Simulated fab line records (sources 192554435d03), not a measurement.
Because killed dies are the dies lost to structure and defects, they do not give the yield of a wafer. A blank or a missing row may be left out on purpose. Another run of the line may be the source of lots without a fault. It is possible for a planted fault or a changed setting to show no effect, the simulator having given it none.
Which tool is to blame? || flow n5 finfet || 10 lots with 30 wafers sampled at 4 steps, on a route of 1938 steps

## WHAT THE GAUGES READ, wafer by wafer
N5_BEOL_M4_RC_MEAS_101. Usual: DIBL_N 35.9 mV/V, standard deviation 1.3; DIBL_P 35.9 mV/V, standard deviation 1.6; IOFF_N 0.156 nA/um, standard deviation 0.022; IOFF_P 0.205 nA/um, standard deviation 0.023; ION_N 675 uA/um, standard deviation 9; ION_P 463 uA/um, standard deviation 5.6; SS_N 71.4 mV/dec, standard deviation 0.57; SS_P 73.1 mV/dec, standard deviation 0.52; VT_N 249.7 mV, standard deviation 2.8; VT_P -250.2 mV, standard deviation 2.5.
{"lot": "L760", "measured": "day 9 05:26", "on": "prober-01", "DIBL_N (mV/V)": "35.5 36.9 37.6", "DIBL_P (mV/V)": "36.9 38.7 39.1", "IOFF_N (nA/um)": "0.157 0.190 0.204", "IOFF_P (nA/um)": "0.188 0.218 0.226", "ION_N (uA/um)": "677 691 688", "ION_P (uA/um)": "460 466 459", "SS_N (mV/dec)": "70.8 71.9 72.4", "SS_P (mV/dec)": "73.3 73.0 73.5", "VT_N (mV)": "249.9 248.4 246.2", "VT_P (mV)": "-252.9 -249.9 -252.3", "flag": ""}
{"lot": "L762", "measured": "day 9 07:47", "on": "prober-02", "DIBL_N (mV/V)": "35.1 32.9 33.3", "DIBL_P (mV/V)": "35.5 32.3 33.4", "IOFF_N (nA/um)": "0.141 0.109 0.113", "IOFF_P (nA/um)": "0.200 0.162 0.169", "ION_N (uA/um)": "668 660 665", "ION_P (uA/um)": "464 461 465", "SS_N (mV/dec)": "71.0 70.1 71.1", "SS_P (mV/dec)": "73.1 71.7 72.5", "VT_N (mV)": "250.5 255.8 254.9", "VT_P (mV)": "-250.8 -251.4 -250.0", "flag": ""}
{"lot": "L761", "measured": "day 9 08:05", "on": "prober-01", "DIBL_N (mV/V)": "37.7 36.2 37.6", "DIBL_P (mV/V)": "37.3 35.6 38.0", "IOFF_N (nA/um)": "0.194 0.164 0.195", "IOFF_P (nA/um)": "0.240 0.216 0.256", "ION_N (uA/um)": "682 675 681", "ION_P (uA/um)": "469 465 470", "SS_N (mV/dec)": "72.6 71.2 71.1", "SS_P (mV/dec)": "73.0 72.9 73.4", "VT_N (mV)": "245.2 248.1 243.1", "VT_P (mV)": "-246.3 -247.6 -247.4", "flag": ""}
{"lot": "L763", "measured": "day 9 13:36", "on": "prober-02", "DIBL_N (mV/V)": "34.7 37.3 35.3", "DIBL_P (mV/V)": "35.5 38.2 35.8", "IOFF_N (nA/um)": "0.136 0.170 0.142", "IOFF_P (nA/um)": "0.218 0.266 0.223", "ION_N (uA/um)": "673 675 679", "ION_P (uA/um)": "467 472 474", "SS_N (mV/dec)": "71.1 72.1 71.8", "SS_P (mV/dec)": "72.3 73.3 72.5", "VT_N (mV)": "249.2 248.7 250.7", "VT_P (mV)": "-247.6 -243.5 -248.0", "flag": ""}
{"lot": "L764", "measured": "day 10 06:52", "on": "prober-02", "DIBL_N (mV/V)": "37.2 35.3 35.9", "DIBL_P (mV/V)": "36.4 34.1 35.7", "IOFF_N (nA/um)": "0.155 0.128 0.136", "IOFF_P (nA/um)": "0.213 0.190 0.205", "ION_N (uA/um)": "672 656 661", "ION_P (uA/um)": "463 456 459", "SS_N (mV/dec)": "72.2 71.9 71.6", "SS_P (mV/dec)": "73.2 72.2 73.4", "VT_N (mV)": "249.8 253.4 250.5", "VT_P (mV)": "-249.4 -249.6 -251.1", "flag": ""}
{"lot": "L765", "measured": "day 10 09:53", "on": "prober-01", "DIBL_N (mV/V)": "35.3 35.4 35.5", "DIBL_P (mV/V)": "34.7 34.5 34.6", "IOFF_N (nA/um)": "0.144 0.139 0.142", "IOFF_P (nA/um)": "0.198 0.194 0.196", "ION_N (uA/um)": "676 667 668", "ION_P (uA/um)": "461 460 455", "SS_N (mV/dec)": "70.3 70.1 71.1", "SS_P (mV/dec)": "72.7 73.5 73.1", "VT_N (mV)": "252.4 251.9 251.9", "VT_P (mV)": "-253.1 -251.6 -250.6", "flag": ""}
{"lot": "L767", "measured": "day 10 13:40", "on": "prober-01", "DIBL_N (mV/V)": "35.9 35.2 35.7", "DIBL_P (mV/V)": "36.0 35.3 35.8", "IOFF_N (nA/um)": "0.162 0.151 0.155", "IOFF_P (nA/um)": "0.199 0.188 0.194", "ION_N (uA/um)": "670 678 670", "ION_P (uA/um)": "461 465 462", "SS_N (mV/dec)": "71.2 71.4 71.5", "SS_P (mV/dec)": "72.5 72.7 73.0", "VT_N (mV)": "247.1 245.8 246.7", "VT_P (mV)": "-250.7 -251.3 -252.4", "flag": ""}
{"lot": "L768", "measured": "day 10 16:58", "on": "prober-02", "DIBL_N (mV/V)": "36.5 33.9 35.3", "DIBL_P (mV/V)": "36.7 34.2 34.9", "IOFF_N (nA/um)": "0.175 0.130 0.142", "IOFF_P (nA/um)": "0.234 0.192 0.204", "ION_N (uA/um)": "696 676 682", "ION_P (uA/um)": "470 469 468", "SS_N (mV/dec)": "71.0 71.2 71.3", "SS_P (mV/dec)": "74.0 73.2 73.2", "VT_N (mV)": "247.7 251.0 249.8", "VT_P (mV)": "-250.7 -249.3 -249.6", "flag": ""}
{"lot": "L769", "measured": "day 10 19:54", "on": "prober-02", "DIBL_N (mV/V)": "37.2 36.3 36.0", "DIBL_P (mV/V)": "36.7 35.5 35.5", "IOFF_N (nA/um)": "0.181 0.157 0.153", "IOFF_P (nA/um)": "0.257 0.219 0.230", "ION_N (uA/um)": "677 664 669", "ION_P (uA/um)": "469 464 474", "SS_N (mV/dec)": "72.4 72.0 71.7", "SS_P (mV/dec)": "73.4 72.3 73.2", "VT_N (mV)": "246.8 250.5 252.2", "VT_P (mV)": "-245.6 -248.8 -247.1", "flag": ""}
{"lot": "L779", "measured": "day 13 10:26", "on": "prober-02", "DIBL_N (mV/V)": "38.9 38.1 37.4", "DIBL_P (mV/V)": "38.9 36.9 36.3", "IOFF_N (nA/um)": "0.200 0.182 0.172", "IOFF_P (nA/um)": "0.240 0.209 0.203", "ION_N (uA/um)": "683 680 680", "ION_P (uA/um)": "463 460 462", "SS_N (mV/dec)": "71.4 71.7 71.7", "SS_P (mV/dec)": "74.7 73.5 73.1", "VT_N (mV)": "246.9 248.8 250.2", "VT_P (mV)": "-249.0 -250.7 -252.5", "flag": ""}

N5_PASSIVATION_CD_MEAS_10: target cd 3000 nm. Usual: cd nm 3000.5 nm, standard deviation 2.3.
{"lot": "L760", "measured": "day 12 22:08", "on": "cd sem-03", "cd nm (nm)": "2995.7 2997.8 2996.3", "flag": ""}
{"lot": "L762", "measured": "day 13 10:04", "on": "cd sem-02", "cd nm (nm)": "3002.8 3003.6 3004.3", "flag": ""}
{"lot": "L761", "measured": "day 13 09:32", "on": "cd sem-02", "cd nm (nm)": "2999.4 3001.9 2999.9", "flag": ""}
{"lot": "L763", "measured": "day 13 10:31", "on": "cd sem-03", "cd nm (nm)": "3001.7 2998.3 3002.0", "flag": ""}
{"lot": "L764", "measured": "day 14 10:10", "on": "cd sem-02", "cd nm (nm)": "3003.6 3001.0 3003.1", "flag": ""}
{"lot": "L765", "measured": "day 14 15:11", "on": "cd sem-01", "cd nm (nm)": "3002.0 3002.1 3001.2", "flag": ""}
{"lot": "L767", "measured": "day 14 23:31", "on": "cd sem-03", "cd nm (nm)": "3000.8 3001.9 3002.1", "flag": ""}
{"lot": "L768", "measured": "day 14 20:34", "on": "cd sem-03", "cd nm (nm)": "3003.5 3000.0 3004.3", "flag": ""}
{"lot": "L769", "measured": "day 15 02:55", "on": "cd sem-02", "cd nm (nm)": "3003.0 3001.9 3003.3", "flag": ""}
{"lot": "L779", "measured": "day 17 18:26", "on": "cd sem-03", "cd nm (nm)": "3002.5 3003.8 3001.8", "flag": ""}

N5_PASSIVATION_INSPECT_67: inspects for defects (macro). Usual: raw defect count 2.1, standard deviation 1.4.
{"lot": "L760", "measured": "day 13 02:34", "on": "defect inspect-02", "raw defect count": "4 1 2", "flag": ""}
{"lot": "L762", "measured": "day 13 13:43", "on": "defect inspect-02", "raw defect count": "2 0 4", "flag": ""}
{"lot": "L761", "measured": "day 13 13:08", "on": "defect inspect-02", "raw defect count": "5 3 1", "flag": ""}
{"lot": "L763", "measured": "day 13 14:45", "on": "defect inspect-01", "raw defect count": "5 1 4", "flag": ""}
{"lot": "L764", "measured": "day 14 13:46", "on": "defect inspect-02", "raw defect count": "0 3 1", "flag": ""}
{"lot": "L765", "measured": "day 14 18:41", "on": "defect inspect-01", "raw defect count": "4 0 1", "flag": ""}
{"lot": "L767", "measured": "day 15 03:07", "on": "defect inspect-02", "raw defect count": "3 1 0", "flag": ""}
{"lot": "L768", "measured": "day 15 00:17", "on": "defect inspect-01", "raw defect count": "1 2 3", "flag": ""}
{"lot": "L769", "measured": "day 15 06:41", "on": "defect inspect-01", "raw defect count": "4 2 1", "flag": ""}
{"lot": "L779", "measured": "day 17 21:53", "on": "defect inspect-01", "raw defect count": "1 5 2", "flag": ""}

## WHICH TOOL RAN EACH LOT (tool, then ch and the chambers of the sampled wafers, then the start)
{"lot": "L760", "N5_PASSIVATION_PECVD_53": "pecvd-03 ch 0,1,2, day 13 01:58"}
{"lot": "L762", "N5_PASSIVATION_PECVD_53": "pecvd-02 ch 0,1, day 13 13:07"}
{"lot": "L761", "N5_PASSIVATION_PECVD_53": "pecvd-02 ch 1,2, day 13 12:32"}
{"lot": "L763", "N5_PASSIVATION_PECVD_53": "pecvd-02 ch 1,2, day 13 14:09"}
{"lot": "L764", "N5_PASSIVATION_PECVD_53": "pecvd-04 ch 1,2, day 14 13:03"}
{"lot": "L765", "N5_PASSIVATION_PECVD_53": "pecvd-03 ch 1,2, day 14 17:56"}
{"lot": "L767", "N5_PASSIVATION_PECVD_53": "pecvd-03 ch 0,1,2, day 15 02:31"}
{"lot": "L768", "N5_PASSIVATION_PECVD_53": "pecvd-02 ch 0,1,2, day 14 23:41"}
{"lot": "L769", "N5_PASSIVATION_PECVD_53": "pecvd-02 ch 0,1,2, day 15 05:57"}
{"lot": "L779", "N5_PASSIVATION_PECVD_53": "pecvd-04 ch 0,1, day 17 21:17"}
- N5_PASSIVATION_PECVD_53: deposits SiO2 from TEOS/O2, target thk 800 nm, time 169.4 s.

## AS READ BY THE TOOLS THEMSELVES (means over the sampled wafers that have a number; for cases with no such wafer, the mark the record gives instead)
N5_PASSIVATION_PECVD_53. Usual: run length s 197.2 s, standard deviation 0.61.
{"lot": "L760", "tool": "pecvd-03", "run length s (s)": 197.8, "flag": ""}
{"lot": "L762", "tool": "pecvd-02", "run length s (s)": 196.9, "flag": ""}
{"lot": "L761", "tool": "pecvd-02", "run length s (s)": 196.8, "flag": ""}
{"lot": "L763", "tool": "pecvd-02", "run length s (s)": 197.0, "flag": ""}
{"lot": "L764", "tool": "pecvd-04", "run length s (s)": 197.8, "flag": ""}
{"lot": "L765", "tool": "pecvd-03", "run length s (s)": 198.0, "flag": ""}
{"lot": "L767", "tool": "pecvd-03", "run length s (s)": 197.5, "flag": ""}
{"lot": "L768", "tool": "pecvd-02", "run length s (s)": 196.7, "flag": ""}
{"lot": "L769", "tool": "pecvd-02", "run length s (s)": 201.2, "flag": "OFF"}
{"lot": "L779", "tool": "pecvd-04", "run length s (s)": 197.2, "flag": ""}

## THE ANSWER, worked out from the rows above alone
Rule: lot off if the mean of its wafers having a number is beyond 3 standard deviations from the usual mean. Also off: a lot with no number at a reading for which 4 or more lots have one. The other lots that the step has rows for count as sound. After the gauges, taken in route order, come the tools' own readings; for these a lot's mean is taken, as printed above. At the first step where some lot is off, the reading lying furthest off is the one used; lots without a number count as furthest.
Off: L769 (N5_PASSIVATION_PECVD_53, run length s).
A tool fits if, at that step or a process step before it, it ran every lot that is off, and no sound lot after the first of them. One fits: pecvd-02 at N5_PASSIVATION_PECVD_53. Its last sound lot is L768 (day 14 23:41), its first lot that is off L769 (day 15 05:57): a fault that began between those two fits.
On the lots that are off, the tool's own readings at N5_PASSIVATION_PECVD_53 differ by more than 5 times the standard deviation of the sound lots' means, which bears it out; run length s reads 201.2 s there versus 197.3 s on the sound lots.

## WHAT HAD BEEN PUT IN BY THE SIMULATOR
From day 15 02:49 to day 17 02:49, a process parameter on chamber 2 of pecvd-02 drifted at N5_PASSIVATION_PECVD_53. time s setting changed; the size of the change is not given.
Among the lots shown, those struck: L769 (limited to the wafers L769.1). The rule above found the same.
